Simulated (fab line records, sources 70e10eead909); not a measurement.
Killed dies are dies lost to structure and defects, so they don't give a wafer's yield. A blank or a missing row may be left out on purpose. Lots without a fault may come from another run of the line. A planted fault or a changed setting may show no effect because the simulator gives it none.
fab line records | flow nand_harc | part 2 of 2: steps 26 to 34 of 34
record lots=5 wafers=15 last_day=33
route steps=1302 shown P_M0@275 P_M1@285
lots that met no fault: from a run of the same line without faults
start_h: hours from the record's first day to the start of the lot's first wafer shown | wait_h: hours since the lot's step before | " the same as in the row above | L1.1+2: a row that stands for several wafers | - no value, or no start given | * or withheld: withheld | < > ~ a bound
route shown NAME@n: a module of which the file shows steps, and the number in the route of the first | usual: mean/standard deviation of fault-free wafers | same: alike in all rows | chamber/n: place in a boat | sites: the reading at each site | _std_site: their standard deviation | _edge_site: outer sites' mean less inner sites' | radius_mm: how far each site lies from the wafer's centre | mask NAME#n: copy n | behind: the tool/chamber that last shaped the wafer | hold: why the lot was held/for how many hours/how that ended | device: the transistor (n, p or np) that didn't switch | end of line: the same wafers' tests at the end of the route | a step without rows: its recipe alone | killed: dies lost to structure and defects at the first sort, not the wafer's yield | map: a wafer's dies, x killed, . not, _ none there
set.NAME: the setting as run; set.NAME@STEP: as run at that earlier step | model.NAME: the simulator's own value behind a step, which no gauge read
lots at some steps of the route; a table a step, a row a wafer
services: from which hour (start_h, from the record's first day; less than 0 if before it) a tool's chamber was out of use, for how many hours, and why
## steps
# step NHARC_P_M1_CD_MEAS_16
# usual cd_nm=129.7/0.79
# columns lot.wafer tool chamber start_h wait_h cd_nm
L080.2 cd_sem-01 - 188.36 - 129.2
L080.3 " - " " 129.1
L080.6 " - " " 129.0
L085.2 cd_sem-02 - 235.01 - 130.4
L085.3 " - " " 130.5
L085.4 " - " " 129.7
L088.2 cd_sem-03 - 276.42 - 130.5
L088.5 " - " " 129.3
L088.6 " - " " 128.9
L093.1 cd_sem-02 - 327.57 - 130.1
L093.3 " - " " 130.9
L093.5 " - " " 130.0
L095.1 cd_sem-01 - 347.05 - 127.9
L095.3 " - " " 130.4
L095.5 " - " " 129.1
# step NHARC_P_M1_STRIP_18
# recipe power_w=1000 n2_flow_sccm=150 h2_flow_sccm=150 ar_flow_sccm=0 bias_w=0 chemistry=N2/H2
# usual drypump_motor_current_A=5.7/0.4 oes_product_au=1.002/0.0089 rf_vpp_V=90.6/0.96 showerhead_plenum_p_Torr=2.06/0.1 throttle_valve_pct=14.171/0.0094
# columns lot.wafer tool chamber start_h wait_h drypump_motor_current_A oes_product_au rf_hours_counter_h rf_vpp_V showerhead_plenum_p_Torr throttle_valve_pct
L080.2 rie_diel-13 0 188.44 0.1 5.6 0.985 2 91.9 2.15 14.156
L080.3 " 2 " " 4.9 1.003 2 92.5 2.05 14.178
L080.6 " 1 " " 5.6 0.991 - 91.3 1.96 14.176
L085.2 rie_diel-03 3 235.08 0.1 6.1 0.985 6 91.5 2.19 14.185
L085.3 " 1 " " 6.1 1.008 6 89.4 1.93 14.172
L085.4 " 3 " " 6.1 0.986 - 91.6 2.19 14.163
L088.2 rie_diel-03 1 276.55 0.1 6.0 1.013 7 89.4 1.93 14.168
L088.6 " 3 " " 6.1 0.994 - 92.2 2.19 14.162
L088.5 " 0 " " 5.2 1.005 - 90.5 1.94 14.170
L093.3 rie_diel-06 0 327.67 0.1 5.3 1.006 1 90.4 1.99 14.181
L093.1 " 2 " " 5.1 0.994 1 91.5 2.18 14.170
L093.5 " 0 " " 5.3 1.004 - 89.5 1.99 14.159
L095.3 rie_diel-03 0 347.13 0.1 5.1 1.005 5 89.6 1.94 14.172
L095.1 " 1 " " 6.0 1.007 5 89.5 1.92 14.163
L095.5 " 0 " " 5.1 1.000 - 89.4 1.94 14.197
# step NHARC_P_M1_ETCH_28
# recipe target_depth_a=300 over_etch_frac=0.3 time_s=72.99 ion_energy_ev=150 cf4_flow_sccm=50 n2_flow_sccm=100 ar_flow_sccm=150 rf_w=300 bias_w=100 chemistry=CF4/N2
# usual drypump_motor_current_A=5.7/0.41 oes_product_au=1.004/0.0094 rf_vpp_V=314.4/2.4 showerhead_plenum_p_Torr=2.65/0.12 throttle_valve_pct=19.795/0.01
# columns lot.wafer tool chamber start_h wait_h drypump_motor_current_A oes_product_au rf_hours_counter_h rf_vpp_V showerhead_plenum_p_Torr throttle_valve_pct
L080.3 rie_diel-13 1 - - 5.6 1.014 3 312.0 2.54 19.796
L080.2 " 0 " " 5.6 1.005 3 316.5 2.76 19.795
L080.6 " 1 " " 5.6 1.009 - 313.1 2.54 19.781
L085.4 rie_diel-03 0 - - 5.2 1.001 6 312.0 2.51 19.778
L085.3 " 1 " " 6.0 1.011 6 311.3 2.49 19.801
L085.2 " 2 " " 5.9 1.013 7 316.3 2.78 19.799
L088.2 rie_diel-03 0 - - 5.1 0.997 8 311.3 2.51 19.796
L088.5 " 0 " " 5.1 0.998 - 312.2 2.51 19.788
L088.6 " 1 " " 6.1 1.008 - 311.3 2.49 19.808
L093.1 rie_diel-06 0 - - 5.3 1.012 1 313.6 2.56 19.795
L093.3 " 2 " " 5.1 1.000 1 318.2 2.79 19.794
L093.5 " 3 " " 6.0 0.989 - 313.8 2.60 19.785
L095.3 rie_diel-03 2 - - 5.9 1.008 3 317.4 2.78 19.805
L095.1 " 3 " " 6.1 1.004 4 316.4 2.80 19.790
L095.5 " 0 " " 5.1 1.012 - 310.6 2.51 19.779
# step NHARC_P_M1_STRIP_19
# recipe time_s=600 temp_c=30 chemistry=post_etch_residue_remover
# columns lot.wafer tool chamber start_h wait_h
L080.2+3+6 wet_bench-08 6,2,3 188.81 -
L085.2+4+3 wet_bench-08 4,6,1 235.93 -
L088.5+2+6 wet_bench-08 6,7,1 276.88 -
L093.1+5+3 wet_bench-10 5,0,1 328.01 -
L095.3+5+1 wet_bench-08 7,2,3 347.50 -
# step NHARC_P_M1_DEGAS_29
# recipe temp_c=250 time_s=60
# usual heater_power_w=319/19
# columns lot.wafer tool chamber start_h wait_h heater_power_w
L080.3 pvd_sputter-03 - 189.08 - 347
L080.2 " - " " 321
L080.6 " - " " 326
L085.3 pvd_sputter-03 - 236.20 - 347
L085.4 " - " " 326
L085.2 " - " " 310
L088.2 pvd_sputter-02 - 277.15 - 330
L088.6 " - " " 316
L088.5 " - " " 325
L093.1 pvd_sputter-02 - 328.28 - 340
L093.3 " - " " 325
L093.5 " - " " 332
L095.1 pvd_sputter-01 - 347.78 - 269
L095.3 " - " " 298
L095.5 " - " " 274
# step NHARC_P_M1_PRE_CLEAN_30
# recipe time_s=30 temp_c=280 gas=H2/He
# usual heater_power_w=394/24
# columns lot.wafer tool chamber start_h wait_h heater_power_w
L080.2 pvd_sputter-03 - - - 365
L080.3 " - " " 400
L080.6 " - " " 420
L085.4 pvd_sputter-03 - - - 367
L085.3 " - " " 418
L085.2 " - " " 395
L088.2 pvd_sputter-02 - - - 403
L088.6 " - " " 389
L088.5 " - " " 400
L093.1 pvd_sputter-02 - - - 399
L093.3 " - " " 416
L093.5 " - " " 395
L095.3 pvd_sputter-01 - - - 426
L095.1 " - " " 366
L095.5 " - " " 378
# step NHARC_P_M1_PVD_20
# recipe target_thk_a=50 bias_v=168.6 power_w=15000 chamber_pressure_pa=0.12 time_s=8.06 substrate_temp_c=50 material=TaN
# usual throttle_valve_pct=29.8/0.96
# columns lot.wafer tool chamber start_h wait_h throttle_valve_pct
L080.2 pvd_sputter-03 - - - 30.0
L080.3 " - " " 28.4
L080.6 " - " " 30.2
L085.2 pvd_sputter-03 - - - 30.3
L085.3 " - " " 29.3
L085.4 " - " " 30.0
L088.2 pvd_sputter-02 - - - 28.7
L088.5 " - " " 29.5
L088.6 " - " " 30.7
L093.3 pvd_sputter-02 - - - 30.1
L093.1 " - " " 30.4
L093.5 " - " " 29.6
L095.1 pvd_sputter-01 - - - 29.1
L095.3 " - " " 29.2
L095.5 " - " " 29.3
# step NHARC_P_M1_PVD_21
# recipe target_thk_a=300 chamber_pressure_pa=5 power_w=5000 substrate_temp_c=30 time_s=20.49 material=Cu
# usual throttle_valve_pct=29.8/0.93
# columns lot.wafer tool chamber start_h wait_h throttle_valve_pct
L080.3 pvd_sputter-03 - - - 29.4
L080.2 " - " " 30.0
L080.6 " - " " 29.3
L085.4 pvd_sputter-03 - - - 30.3
L085.3 " - " " 30.3
L085.2 " - " " 28.3
L088.2 pvd_sputter-02 - - - 29.6
L088.5 " - " " 29.0
L088.6 " - " " 29.5
L093.1 pvd_sputter-02 - - - 29.4
L093.3 " - " " 29.5
L093.5 " - " " 31.7
L095.1 pvd_sputter-01 - - - 29.5
L095.3 " - " " 29.3
L095.5 " - " " 29.3
# step NHARC_P_M1_ECD_22
# recipe target_thk_a=4000 bath_temp_c=25 material=Cu
# columns lot.wafer tool chamber start_h wait_h
L080.2+3+6 ecd_cu-01 0,1,1 189.49 -
L085.2+4+3 ecd_cu-02 0,0,1 236.56 -
L088.2+5+6 ecd_cu-01 0,0,1 277.50 -
L093.1+3+5 ecd_cu-02 0,1,0 328.69 -
L095.1+3+5 ecd_cu-02 0 348.18 -
## services
# columns tool chamber start_h hours kind
rie_diel-03 1 169.93 6.0 repair
pvd_sputter-03 - 170.00 10.0 pm
litho_track-06 - 179.00 7.0 pm
rie_diel-06 3 181.09 5.6 repair
rie_diel-03 3 184.88 14.9 repair
pecvd-03 - 185.25 13.0 pm
rie_diel-06 - 189.00 0.5 repair
litho_track-04 - 203.00 7.0 pm
rie_diel-03 2 219.86 4.2 repair
pvd_sputter-01 - 226.87 10.0 pm
pecvd-02 - 227.41 13.0 pm
rie_diel-03 0 230.78 4.5 repair
pecvd-03 - 233.94 0.7 repair
pvd_sputter-01 - 239.13 5.3 repair
ecd_cu-02 - 244.49 8.0 pm
rie_diel-03 0 252.70 7.2 repair
pecvd-03 1 254.41 4.9 repair
rie_diel-03 - 281.30 9.0 pm
rie_diel-03 2 302.23 9.1 repair
rie_diel-06 - 307.21 9.0 pm
pvd_sputter-02 - 310.29 10.0 pm
pvd_sputter-02 - 323.59 2.7 repair
pvd_sputter-02 - 343.67 7.9 repair
pvd_sputter-03 - 348.00 10.0 pm
